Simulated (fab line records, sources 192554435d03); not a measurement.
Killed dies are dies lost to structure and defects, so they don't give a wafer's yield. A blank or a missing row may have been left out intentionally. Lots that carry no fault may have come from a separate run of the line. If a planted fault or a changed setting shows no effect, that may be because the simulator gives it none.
Which tool did it? / flow n5Finfet / 8 lots with 24 wafers sampled at 5 steps, on a route of 1938 steps

== WHAT THE GAUGES SHOWED, per wafer ==
N5_BEOL_M4_RC_MEAS_101. Usual: DIBL_N 36.2 mV/V, standard deviation 1.6; DIBL_P 36.5 mV/V, standard deviation 1.9; IOFF_N 0.158 nA/um, standard deviation 0.027; IOFF_N_85C 3.1 nA/um, standard deviation 0.45; IOFF_N_LIN 0.073 nA/um, standard deviation 0.01; IOFF_N_LONG 5.45e-05 nA/um, standard deviation 2.1e-06; IOFF_P 0.21 nA/um, standard deviation 0.038; IOFF_P_85C 3.7 nA/um, standard deviation 0.54; IOFF_P_LIN 0.101 nA/um, standard deviation 0.014; IOFF_P_LONG 0.000106 nA/um, standard deviation 1e-05; ION_N 675 uA/um, standard deviation 12; ION_P 464 uA/um, standard deviation 8.9; SS_N 71.5 mV/dec, standard deviation 0.61; SS_P 73.4 mV/dec, standard deviation 0.59; VT_N 250.4 mV, standard deviation 3; VT_N_LONG 275.5 mV, standard deviation 1.7; VT_N_LVT 99.1 mV, standard deviation 2.9; VT_P -250 mV, standard deviation 3.6; VT_P_LONG -275 mV, standard deviation 3.3; VT_P_LVT -99 mV, standard deviation 3.1.
lot=L172; measured=day 7 23:20; on=prober-02; DIBL_N (mV/V)=34.3 36.1 36.9; DIBL_P (mV/V)=35.5 38.0 38.7; IOFF_N (nA/um)=0.138 0.161 0.184; IOFF_N_85C (nA/um)=2.8 3.2 3.6; IOFF_N_LIN (nA/um)=0.065 0.075 0.083; IOFF_N_LONG (nA/um)=5.6e-05 5.37e-05 5.56e-05; IOFF_P (nA/um)=0.19 0.24 0.25; IOFF_P_85C (nA/um)=3.4 4.0 4.2; IOFF_P_LIN (nA/um)=0.093 0.108 0.114; IOFF_P_LONG (nA/um)=0.000107 0.000109 0.00011; ION_N (uA/um)=668 682 688; ION_P (uA/um)=457 466 465; SS_N (mV/dec)=70.9 71.5 72.0; SS_P (mV/dec)=72.3 72.9 73.2; VT_N (mV)=252.3 252.3 249.9; VT_N_LONG (mV)=276.8 276.6 276.6; VT_N_LVT (mV)=98.0 96.7 94.9; VT_P (mV)=-251 -251 -246; VT_P_LONG (mV)=-277 -277 -273; VT_P_LVT (mV)=-98 -95 -94; flag=
lot=L173; measured=day 7 20:24; on=prober-01; DIBL_N (mV/V)=37.7 36.3 38.5; DIBL_P (mV/V)=38.5 36.5 39.0; IOFF_N (nA/um)=0.175 0.146 0.194; IOFF_N_85C (nA/um)=3.4 2.9 3.6; IOFF_N_LIN (nA/um)=0.078 0.068 0.085; IOFF_N_LONG (nA/um)=5.31e-05 5.17e-05 5.29e-05; IOFF_P (nA/um)=0.26 0.22 0.27; IOFF_P_85C (nA/um)=4.3 3.8 4.4; IOFF_P_LIN (nA/um)=0.119 0.105 0.119; IOFF_P_LONG (nA/um)=0.000105 0.000107 0.000107; ION_N (uA/um)=683 676 683; ION_P (uA/um)=474 472 468; SS_N (mV/dec)=72.3 71.1 72.0; SS_P (mV/dec)=74.0 73.0 74.1; VT_N (mV)=251.0 251.9 247.4; VT_N_LONG (mV)=277.9 277.7 277.5; VT_N_LVT (mV)=96.7 100.2 95.1; VT_P (mV)=-247 -250 -245; VT_P_LONG (mV)=-275 -275 -275; VT_P_LVT (mV)=-94 -96 -94; flag=
lot=L174; measured=day 8 02:20; on=prober-01; DIBL_N (mV/V)=35.1 34.4 34.1; DIBL_P (mV/V)=35.1 34.7 33.3; IOFF_N (nA/um)=0.140 0.130 0.114; IOFF_N_85C (nA/um)=2.7 2.5 2.3; IOFF_N_LIN (nA/um)=0.066 0.063 0.056; IOFF_N_LONG (nA/um)=5.3e-05 5.23e-05 5.15e-05; IOFF_P (nA/um)=0.18 0.18 0.16; IOFF_P_85C (nA/um)=3.3 3.2 2.9; IOFF_P_LIN (nA/um)=0.089 0.085 0.079; IOFF_P_LONG (nA/um)=9.5e-05 9.4e-05 9.1e-05; ION_N (uA/um)=670 663 656; ION_P (uA/um)=458 461 449; SS_N (mV/dec)=71.4 70.9 71.2; SS_P (mV/dec)=73.4 73.1 72.0; VT_N (mV)=250.7 255.0 254.7; VT_N_LONG (mV)=276.2 273.5 276.1; VT_N_LVT (mV)=102.4 103.4 106.9; VT_P (mV)=-254 -254 -255; VT_P_LONG (mV)=-276 -276 -276; VT_P_LVT (mV)=-103 -104 -106; flag=
lot=L178; measured=day 9 10:29; on=prober-01; DIBL_N (mV/V)=37.8 38.4 39.3; DIBL_P (mV/V)=37.8 38.4 39.3; IOFF_N (nA/um)=0.168 0.180 0.192; IOFF_N_85C (nA/um)=3.2 3.4 3.6; IOFF_N_LIN (nA/um)=0.075 0.080 0.084; IOFF_N_LONG (nA/um)=5.11e-05 5.1e-05 5.14e-05; IOFF_P (nA/um)=0.21 0.22 0.24; IOFF_P_85C (nA/um)=3.7 3.8 4.1; IOFF_P_LIN (nA/um)=0.095 0.099 0.103; IOFF_P_LONG (nA/um)=9.1e-05 9.6e-05 9.1e-05; ION_N (uA/um)=684 689 680; ION_P (uA/um)=461 461 463; SS_N (mV/dec)=72.0 71.5 71.3; SS_P (mV/dec)=73.6 74.4 74.3; VT_N (mV)=253.7 249.0 251.1; VT_N_LONG (mV)=277.3 279.0 276.8; VT_N_LVT (mV)=99.9 98.5 97.3; VT_P (mV)=-250 -250 -253; VT_P_LONG (mV)=-277 -279 -281; VT_P_LVT (mV)=-102 -101 -99; flag=
lot=L188; measured=day 12 12:49; on=prober-02; DIBL_N (mV/V)=36.2 35.3 35.5; DIBL_P (mV/V)=35.3 34.9 35.6; IOFF_N (nA/um)=0.141 0.142 0.138; IOFF_N_85C (nA/um)=2.8 2.8 2.7; IOFF_N_LIN (nA/um)=0.066 0.067 0.065; IOFF_N_LONG (nA/um)=5.48e-05 5.38e-05 5.4e-05; IOFF_P (nA/um)=0.18 0.18 0.18; IOFF_P_85C (nA/um)=3.2 3.3 3.2; IOFF_P_LIN (nA/um)=0.087 0.089 0.087; IOFF_P_LONG (nA/um)=0.000105 0.000101 0.0001; ION_N (uA/um)=677 668 685; ION_P (uA/um)=464 460 457; SS_N (mV/dec)=70.7 71.1 71.1; SS_P (mV/dec)=73.0 72.6 73.1; VT_N (mV)=250.3 249.4 251.5; VT_N_LONG (mV)=275.7 275.1 274.9; VT_N_LVT (mV)=100.7 99.1 100.8; VT_P (mV)=-253 -252 -254; VT_P_LONG (mV)=-275 -276 -274; VT_P_LVT (mV)=-102 -101 -102; flag=
lot=L190; measured=day 12 17:14; on=prober-01; DIBL_N (mV/V)=35.9 37.0 38.6; DIBL_P (mV/V)=35.2 37.2 40.1; IOFF_N (nA/um)=0.144 0.162 0.048; IOFF_N_85C (nA/um)=2.9 3.2 1.1; IOFF_N_LIN (nA/um)=0.070 0.077 0.022; IOFF_N_LONG (nA/um)=5.85e-05 5.79e-05 2.79e-05; IOFF_P (nA/um)=0.20 0.23 0.49; IOFF_P_85C (nA/um)=3.5 3.8 7.1; IOFF_P_LIN (nA/um)=0.100 0.108 0.214; IOFF_P_LONG (nA/um)=0.000121 0.00012 0.000167; ION_N (uA/um)=699 691 608; ION_P (uA/um)=475 467 509; SS_N (mV/dec)=71.7 71.6 72.1; SS_P (mV/dec)=73.5 74.1 74.0; VT_N (mV)=248.9 248.4 287.6; VT_N_LONG (mV)=275.4 271.4 316.4; VT_N_LVT (mV)=98.5 96.7 134.1; VT_P (mV)=-250 -251 -228; VT_P_LONG (mV)=-274 -274 -256; VT_P_LVT (mV)=-97 -96 -78; flag=OFF
lot=L192; measured=day 13 19:52; on=prober-02; DIBL_N (mV/V)=38.4 37.6 37.1; DIBL_P (mV/V)=36.8 36.5 35.7; IOFF_N (nA/um)=0.041 0.163 0.037; IOFF_N_85C (nA/um)=1.0 3.2 0.9; IOFF_N_LIN (nA/um)=0.018 0.072 0.016; IOFF_N_LONG (nA/um)=2.65e-05 5.44e-05 2.62e-05; IOFF_P (nA/um)=0.42 0.25 0.36; IOFF_P_85C (nA/um)=6.5 4.2 5.6; IOFF_P_LIN (nA/um)=0.191 0.116 0.166; IOFF_P_LONG (nA/um)=0.000163 0.000115 0.000157; ION_N (uA/um)=580 666 567; ION_P (uA/um)=488 467 477; SS_N (mV/dec)=72.1 72.0 72.8; SS_P (mV/dec)=73.3 74.1 73.2; VT_N (mV)=291.3 249.4 295.0; VT_N_LONG (mV)=314.6 275.0 317.3; VT_N_LVT (mV)=140.1 101.1 142.7; VT_P (mV)=-233 -247 -233; VT_P_LONG (mV)=-260 -272 -263; VT_P_LVT (mV)=-82 -96 -85; flag=OFF
lot=L194; measured=day 14 08:34; on=prober-02; DIBL_N (mV/V)=35.0 34.2 32.9; DIBL_P (mV/V)=34.8 34.5 33.3; IOFF_N (nA/um)=0.149 0.141 0.116; IOFF_N_85C (nA/um)=2.9 2.8 2.4; IOFF_N_LIN (nA/um)=0.069 0.069 0.057; IOFF_N_LONG (nA/um)=5.46e-05 5.46e-05 5.41e-05; IOFF_P (nA/um)=0.22 0.22 0.19; IOFF_P_85C (nA/um)=3.8 3.8 3.4; IOFF_P_LIN (nA/um)=0.109 0.110 0.100; IOFF_P_LONG (nA/um)=0.000121 0.000118 0.000126; ION_N (uA/um)=664 686 666; ION_P (uA/um)=463 482 469; SS_N (mV/dec)=71.1 70.4 71.3; SS_P (mV/dec)=72.8 73.0 73.1; VT_N (mV)=250.4 249.9 252.7; VT_N_LONG (mV)=276.2 275.9 274.4; VT_N_LVT (mV)=100.2 99.3 103.7; VT_P (mV)=-248 -248 -251; VT_P_LONG (mV)=-268 -271 -268; VT_P_LVT (mV)=-97 -96 -99; flag=

== WHICH TOOL RAN EACH LOT (tool, then ch and the chambers of the sampled wafers, then the start) ==
lot=L172; N5_HKMG_FIN_ALD_36=aldMetal-01 ch 2,3, day 4 03:02; N5_HKMG_FIN_STRIP_92=rieDiel-02 ch 2,3, day 4 04:59; N5_HKMG_FIN_ALD_91=aldMetal-04 ch 0,1,3, day 4 05:31; N5_HKMG_FIN_ETCH_86=rieDiel-05 ch 0,1, day 4 05:57
lot=L173; N5_HKMG_FIN_ALD_36=aldMetal-02 ch 0,1,2, day 4 06:10; N5_HKMG_FIN_STRIP_92=rieDiel-05 ch 0,1, day 4 07:52; N5_HKMG_FIN_ALD_91=aldMetal-04 ch 0,1,3, day 4 08:23; N5_HKMG_FIN_ETCH_86=rieDiel-05 ch 1,2, day 4 08:43
lot=L174; N5_HKMG_FIN_ALD_36=aldMetal-04 ch 1,2,3, day 4 15:30; N5_HKMG_FIN_STRIP_92=rieDiel-04 ch 1,2, day 4 17:11; N5_HKMG_FIN_ALD_91=aldMetal-04 ch 1,2,3, day 4 17:43; N5_HKMG_FIN_ETCH_86=rieDiel-04 ch 2,3, day 4 18:03
lot=L178; N5_HKMG_FIN_ALD_36=aldMetal-02 ch 0,3, day 5 16:11; N5_HKMG_FIN_STRIP_92=rieDiel-02 ch 0,1, day 5 17:45; N5_HKMG_FIN_ALD_91=aldMetal-02 ch 0,1,3, day 5 18:17; N5_HKMG_FIN_ETCH_86=rieDiel-04 ch 0,1,2, day 5 18:41
lot=L188; N5_HKMG_FIN_ALD_36=aldMetal-04 ch 0,1,3, day 8 03:04; N5_HKMG_FIN_STRIP_92=rieDiel-04 ch 3, day 8 04:59; N5_HKMG_FIN_ALD_91=aldMetal-01 ch 0,1,2, day 8 05:32; N5_HKMG_FIN_ETCH_86=rieDiel-04 ch 1,3, day 8 05:53
lot=L190; N5_HKMG_FIN_ALD_36=aldMetal-02 ch 0,1,2, day 9 03:50; N5_HKMG_FIN_STRIP_92=rieDiel-05 ch 0,1,2, day 9 05:24; N5_HKMG_FIN_ALD_91=aldMetal-04 ch 0,1,2, day 9 05:56; N5_HKMG_FIN_ETCH_86=rieDiel-02 ch 0,1,3, day 9 06:16
lot=L192; N5_HKMG_FIN_ALD_36=aldMetal-02 ch 2,3, day 9 06:52; N5_HKMG_FIN_STRIP_92=rieDiel-05 ch 0,3, day 9 08:27; N5_HKMG_FIN_ALD_91=aldMetal-04 ch 0,2,3, day 9 08:59; N5_HKMG_FIN_ETCH_86=rieDiel-04 ch 0,1,2, day 9 09:21
lot=L194; N5_HKMG_FIN_ALD_36=aldMetal-02 ch 1,3, day 9 14:50; N5_HKMG_FIN_STRIP_92=rieDiel-04 ch 0,2,3, day 9 16:32; N5_HKMG_FIN_ALD_91=aldMetal-02 ch 0,1,2, day 9 17:04; N5_HKMG_FIN_ETCH_86=rieDiel-05 ch 0,3, day 9 17:24
- N5_HKMG_FIN_ALD_36: deposits TiN, target thk 1 nm, pulse time 1 s, purge time 3 s.
- N5_HKMG_FIN_STRIP_92: strips SOC in N2/H2, time 20 s.
- N5_HKMG_FIN_ALD_91: deposits TiN, target thk 1 nm, pulse time 1 s, purge time 3 s.
- N5_HKMG_FIN_ETCH_86: etches SOC in N2/H2, stops on TiN, target depth 393.2 nm.

== WHAT THE TOOLS THEMSELVES READ (means of the sampled wafers that have a number; where no wafer has one, the mark that the record gives instead) ==
N5_HKMG_FIN_ALD_36. Usual: heaterPowerW 888 W, standard deviation 44; precursorPulseHeightRel 1.001, standard deviation 0.02.
lot=L172; tool=aldMetal-01; heaterPowerW (W)=900; precursorPulseHeightRel=0.993; flag=
lot=L173; tool=aldMetal-02; heaterPowerW (W)=893; precursorPulseHeightRel=1.000; flag=
lot=L174; tool=aldMetal-04; heaterPowerW (W)=881; precursorPulseHeightRel=1.010; flag=
lot=L178; tool=aldMetal-02; heaterPowerW (W)=867; precursorPulseHeightRel=0.988; flag=
lot=L188; tool=aldMetal-04; heaterPowerW (W)=853; precursorPulseHeightRel=1.008; flag=
lot=L190; tool=aldMetal-02; heaterPowerW (W)=911; precursorPulseHeightRel=1.001; flag=
lot=L192; tool=aldMetal-02; heaterPowerW (W)=870; precursorPulseHeightRel=1.010; flag=
lot=L194; tool=aldMetal-02; heaterPowerW (W)=878; precursorPulseHeightRel=1.014; flag=

N5_HKMG_FIN_STRIP_92. Usual: drypumpMotorCurrentA 5.8 A, standard deviation 0.45; h2FlowSccm 300.1 sccm, standard deviation 0.94; oesProductAu 0.82 a.u., standard deviation 0.095; rfFwdPowerW 496.6 W, standard deviation 1.8; rfVppV 54.3 V, standard deviation 0.91; showerheadPlenumPTorr 3.40 Torr, standard deviation 0.12; tempC 40.01 C, standard deviation 0.12; throttleValvePct 18.96 %, standard deviation 0.29.
lot=L172; tool=rieDiel-02; drypumpMotorCurrentA (A)=6.0; h2FlowSccm (sccm)=301.4; oesProductAu (a.u.)=0.81; rfFwdPowerW (W)=496.1; rfVppV (V)=55.1; showerheadPlenumPTorr (Torr)=3.51; tempC (C)=40.04; throttleValvePct (%)=18.74; flag=
lot=L173; tool=rieDiel-05; drypumpMotorCurrentA (A)=5.8; h2FlowSccm (sccm)=300.6; oesProductAu (a.u.)=0.77; rfFwdPowerW (W)=498.1; rfVppV (V)=54.4; showerheadPlenumPTorr (Torr)=3.31; tempC (C)=40.11; throttleValvePct (%)=19.33; flag=
lot=L174; tool=rieDiel-04; drypumpMotorCurrentA (A)=5.7; h2FlowSccm (sccm)=299.2; oesProductAu (a.u.)=0.80; rfFwdPowerW (W)=496.2; rfVppV (V)=54.9; showerheadPlenumPTorr (Torr)=3.36; tempC (C)=40.00; throttleValvePct (%)=18.78; flag=
lot=L178; tool=rieDiel-02; drypumpMotorCurrentA (A)=5.6; h2FlowSccm (sccm)=301.0; oesProductAu (a.u.)=0.80; rfFwdPowerW (W)=494.5; rfVppV (V)=53.9; showerheadPlenumPTorr (Torr)=3.29; tempC (C)=39.93; throttleValvePct (%)=18.93; flag=
lot=L188; tool=rieDiel-04; drypumpMotorCurrentA (A)=6.5; h2FlowSccm (sccm)=300.5; oesProductAu (a.u.)=0.72; rfFwdPowerW (W)=496.6; rfVppV (V)=53.6; showerheadPlenumPTorr (Torr)=3.46; tempC (C)=39.90; throttleValvePct (%)=19.06; flag=
lot=L190; tool=rieDiel-05; drypumpMotorCurrentA (A)=6.0; h2FlowSccm (sccm)=299.9; oesProductAu (a.u.)=0.81; rfFwdPowerW (W)=496.7; rfVppV (V)=54.1; showerheadPlenumPTorr (Torr)=3.35; tempC (C)=40.00; throttleValvePct (%)=19.26; flag=
lot=L192; tool=rieDiel-05; drypumpMotorCurrentA (A)=5.4; h2FlowSccm (sccm)=299.4; oesProductAu (a.u.)=0.89; rfFwdPowerW (W)=494.4; rfVppV (V)=54.9; showerheadPlenumPTorr (Torr)=3.48; tempC (C)=40.07; throttleValvePct (%)=18.91; flag=
lot=L194; tool=rieDiel-04; drypumpMotorCurrentA (A)=5.8; h2FlowSccm (sccm)=300.6; oesProductAu (a.u.)=0.77; rfFwdPowerW (W)=496.2; rfVppV (V)=54.2; showerheadPlenumPTorr (Torr)=3.34; tempC (C)=39.97; throttleValvePct (%)=18.67; flag=

N5_HKMG_FIN_ALD_91. Usual: heaterPowerW 883 W, standard deviation 51; precursorPulseHeightRel 0.997, standard deviation 0.019.
lot=L172; tool=aldMetal-04; heaterPowerW (W)=869; precursorPulseHeightRel=1.002; flag=
lot=L173; tool=aldMetal-04; heaterPowerW (W)=852; precursorPulseHeightRel=1.006; flag=
lot=L174; tool=aldMetal-04; heaterPowerW (W)=873; precursorPulseHeightRel=1.009; flag=
lot=L178; tool=aldMetal-02; heaterPowerW (W)=899; precursorPulseHeightRel=0.994; flag=
lot=L188; tool=aldMetal-01; heaterPowerW (W)=919; precursorPulseHeightRel=1.000; flag=
lot=L190; tool=aldMetal-04; heaterPowerW (W)=910; precursorPulseHeightRel=1.006; flag=
lot=L192; tool=aldMetal-04; heaterPowerW (W)=847; precursorPulseHeightRel=1.013; flag=
lot=L194; tool=aldMetal-02; heaterPowerW (W)=901; precursorPulseHeightRel=1.007; flag=

N5_HKMG_FIN_ETCH_86. Usual: drypumpMotorCurrentA is 5.8 A with standard deviation 0.45, h2FlowSccm is 199.9 sccm with standard deviation 0.6, oesProductAu is 0.80 a.u. with standard deviation 0.096, rfFwdPowerW is 844.8 W with standard deviation 2.9, rfVppV is 241.0 V with standard deviation 1.3, showerheadPlenumPTorr is 2.57 Torr with standard deviation 0.088, and throttleValvePct is 17.74 % with standard deviation 0.22.
lot=L172; tool=rieDiel-05; drypumpMotorCurrentA (A)=5.7; h2FlowSccm (sccm)=200.6; oesProductAu (a.u.)=0.75; rfFwdPowerW (W)=845.2; rfVppV (V)=240.0; showerheadPlenumPTorr (Torr)=2.50; throttleValvePct (%)=17.99; flag=
lot=L173; tool=rieDiel-05; drypumpMotorCurrentA (A)=6.2; h2FlowSccm (sccm)=200.1; oesProductAu (a.u.)=0.78; rfFwdPowerW (W)=845.4; rfVppV (V)=241.2; showerheadPlenumPTorr (Torr)=2.60; throttleValvePct (%)=18.08; flag=
lot=L174; tool=rieDiel-04; drypumpMotorCurrentA (A)=6.3; h2FlowSccm (sccm)=199.9; oesProductAu (a.u.)=0.73; rfFwdPowerW (W)=841.5; rfVppV (V)=241.1; showerheadPlenumPTorr (Torr)=2.59; throttleValvePct (%)=17.82; flag=
lot=L178; tool=rieDiel-04; drypumpMotorCurrentA (A)=5.5; h2FlowSccm (sccm)=200.0; oesProductAu (a.u.)=0.77; rfFwdPowerW (W)=844.8; rfVppV (V)=240.9; showerheadPlenumPTorr (Torr)=2.53; throttleValvePct (%)=17.65; flag=
lot=L188; tool=rieDiel-04; drypumpMotorCurrentA (A)=5.8; h2FlowSccm (sccm)=199.6; oesProductAu (a.u.)=0.82; rfFwdPowerW (W)=844.4; rfVppV (V)=241.5; showerheadPlenumPTorr (Torr)=2.61; throttleValvePct (%)=17.69; flag=
lot=L190; tool=rieDiel-02; drypumpMotorCurrentA (A)=5.6; h2FlowSccm (sccm)=199.8; oesProductAu (a.u.)=0.82; rfFwdPowerW (W)=845.3; rfVppV (V)=241.1; showerheadPlenumPTorr (Torr)=2.53; throttleValvePct (%)=17.66; flag=
lot=L192; tool=rieDiel-04; drypumpMotorCurrentA (A)=5.5; h2FlowSccm (sccm)=200.1; oesProductAu (a.u.)=0.82; rfFwdPowerW (W)=844.5; rfVppV (V)=240.3; showerheadPlenumPTorr (Torr)=2.52; throttleValvePct (%)=17.56; flag=
lot=L194; tool=rieDiel-05; drypumpMotorCurrentA (A)=5.4; h2FlowSccm (sccm)=200.9; oesProductAu (a.u.)=0.86; rfFwdPowerW (W)=846.6; rfVppV (V)=242.1; showerheadPlenumPTorr (Torr)=2.64; throttleValvePct (%)=17.73; flag=

== THE ANSWER, worked out from the rows above alone ==
Rule: lot off if the mean of its wafers having a number is beyond 3 standard deviations from the usual mean. Also off: a lot with no number at a reading for which 4 or more lots have one. All remaining lots with rows at the step are treated as sound. The gauges are gone through in route order, then the tools' own readings, and for those a lot's mean is taken as printed above. The first step at which some lot is off is used, and at that step the reading that is off furthest; a lot without a number counts as furthest.
Off: at N5_BEOL_M4_RC_MEAS_101 (VT_N_LONG), L190, L192.
A tool fits if, at a process step before that reading, it ran every lot that is off, and no sound lot after the first of them. Gauges at N5_BEOL_M4_RC_MEAS_101: tried the same way as those tools. This does not decide it: 2 tools fit, namely rieDiel-05 at N5_HKMG_FIN_STRIP_92 and aldMetal-04 at N5_HKMG_FIN_ALD_91.

== WHAT HAD BEEN PUT IN BY THE SIMULATOR ==
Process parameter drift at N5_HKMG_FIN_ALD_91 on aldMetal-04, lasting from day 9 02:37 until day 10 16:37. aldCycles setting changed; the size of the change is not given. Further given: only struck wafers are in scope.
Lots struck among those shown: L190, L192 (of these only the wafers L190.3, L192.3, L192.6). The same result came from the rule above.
